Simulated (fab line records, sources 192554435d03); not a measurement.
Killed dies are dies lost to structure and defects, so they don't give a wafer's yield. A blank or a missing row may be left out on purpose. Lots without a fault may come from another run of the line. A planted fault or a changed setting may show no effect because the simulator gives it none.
Which tool did it? | flow n5_finfet | 15 lots, 45 wafers sampled, at 1 step of a route of 1938

WHAT THE GAUGES READ, wafer by wafer
N5_BEOL_M8_CD_MEAS_11: target cd 38.5 nm.
lot  | measured     | on        | cd_nm (nm)
L280 | day 9 18:46  | cd_sem-02 | 38.3 39.6 38.9
L281 | day 10 00:45 | cd_sem-01 | 39.2 37.9 38.1
L282 | day 10 03:22 | cd_sem-01 | 38.7 38.0 38.6
L286 | day 11 18:28 | cd_sem-02 | 39.0 39.9 38.9
L287 | day 11 18:38 | cd_sem-03 | 38.9 38.8 38.3
L291 | day 12 06:06 | cd_sem-03 | 38.4 37.5 38.4
L294 | day 12 23:52 | cd_sem-03 | 38.4 38.3 38.4
L295 | day 13 04:49 | cd_sem-02 | 39.0 39.3 38.0
L296 | day 13 23:07 | cd_sem-03 | 38.9 38.4 38.4
L298 | day 14 06:52 | cd_sem-02 | 38.8 38.3 38.4
L299 | day 14 17:27 | cd_sem-01 | 39.0 38.5 39.8
L300 | day 14 23:40 | cd_sem-01 | 39.0 38.5 38.7
L303 | day 15 09:28 | cd_sem-03 | 38.8 39.1 37.8
L302 | day 15 14:18 | cd_sem-02 | 38.6 39.2 38.5
L301 | day 15 14:30 | cd_sem-02 | 38.9 37.9 39.5

WHICH TOOL RAN EACH LOT (tool, then ch and the chambers of the sampled wafers, then the start)
The record holds no process step before these readings.

WHAT THE TOOLS THEMSELVES READ (means of the sampled wafers that have a number; where no wafer has one, the mark that the record gives instead)
The record holds no such reading with a usual standard deviation.

THE ANSWER, worked out from the rows above alone
Rule: what is usual is taken from the lots themselves. Put in order of their means at a reading, lots are off if they are a third of the lots or fewer, leave a main group of 4 or more, and stand apart from it by a gap of 3 or more times the standard deviation of the main group's means; of several such gaps the widest counts. A main group whose means are all the same, to the digits that the tables above print for the reading, isn't used. A lot without any number at a reading at which 4 lots or more have one is off too. The other lots that the step has rows for count as sound. The gauges are gone through in route order, then the tools' own readings, and for those a lot's mean is taken as printed above. The first step at which some lot is off is used, and at that step the reading that is off furthest; a lot without a number counts as furthest.
No lot is off at any reading shown: from this, nothing can be told.

WHAT THE SIMULATOR HAD PUT IN
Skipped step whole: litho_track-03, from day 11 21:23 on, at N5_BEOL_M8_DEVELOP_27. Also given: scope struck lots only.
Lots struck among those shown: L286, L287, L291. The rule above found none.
